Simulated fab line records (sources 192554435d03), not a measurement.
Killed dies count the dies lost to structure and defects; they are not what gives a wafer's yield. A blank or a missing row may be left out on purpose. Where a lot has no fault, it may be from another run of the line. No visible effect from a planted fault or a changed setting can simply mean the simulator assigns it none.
Matching of chambers || flow n5_finfet || cmp-04 running N5_GATE_CUT_CMP_43: 4 sister chambers
The step polishes SiO2. 8 wafers are shown with their chamber, then 8 later ones without.

## WAFERS WITH THEIR CHAMBER
{"wafer": "L079.1", "chamber": 3, "motor_current_A (A)": 13.5}
{"wafer": "L080.2", "chamber": 0, "motor_current_A (A)": 15.0}
{"wafer": "L082.1", "chamber": 0, "motor_current_A (A)": 14.4}
{"wafer": "L082.2", "chamber": 3, "motor_current_A (A)": 13.5}
{"wafer": "L082.3", "chamber": 2, "motor_current_A (A)": 12.7}
{"wafer": "L083.4", "chamber": 2, "motor_current_A (A)": 12.8}
{"wafer": "L083.5", "chamber": 1, "motor_current_A (A)": 11.0}
{"wafer": "L088.1", "chamber": 1, "motor_current_A (A)": 10.8}

## WAFERS MISSING THEIR CHAMBER
{"wafer": "L088.3", "motor_current_A (A)": 14.3}
{"wafer": "L088.5", "motor_current_A (A)": 13.7}
{"wafer": "L092.1", "motor_current_A (A)": 14.7}
{"wafer": "L092.3", "motor_current_A (A)": 11.0}
{"wafer": "L092.4", "motor_current_A (A)": 11.9}
{"wafer": "L095.2", "motor_current_A (A)": 13.9}
{"wafer": "L095.3", "motor_current_A (A)": 10.7}
{"wafer": "L095.5", "motor_current_A (A)": 13.6}

## EACH ONE'S CHAMBER
{"wafer": "L088.3", "from the rows above": "can't be placed: 0 or 3", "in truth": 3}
{"wafer": "L088.5", "from the rows above": 3, "in truth": 3}
{"wafer": "L092.1", "from the rows above": 0, "in truth": 0}
{"wafer": "L092.3", "from the rows above": 1, "in truth": 1}
{"wafer": "L092.4", "from the rows above": "can't be placed: 2 or 1", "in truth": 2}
{"wafer": "L095.2", "from the rows above": "can't be placed: 3 or 0", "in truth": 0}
{"wafer": "L095.3", "from the rows above": 1, "in truth": 1}
{"wafer": "L095.5", "from the rows above": 3, "in truth": 3}
5 of 8 placed correctly. These rows do not allow placing 3 (true chamber among the candidates in 3). Placed wrongly: 0.
How it was worked out, from the rows above alone: a wafer's distance from a chamber is the root of the sum, over the readings, of the square of ((its reading less the chamber's mean) divided by the reading's scatter). If the next closest chamber is less than 2 further off than the closest, the wafer can't be placed; otherwise it belongs to the closest. A chamber's mean is the mean of its shown wafers. How the scatter is found: for the shown wafers, subtract from each reading the mean of its chamber, square and add these, divide the total by (wafers less chambers), then take the root.
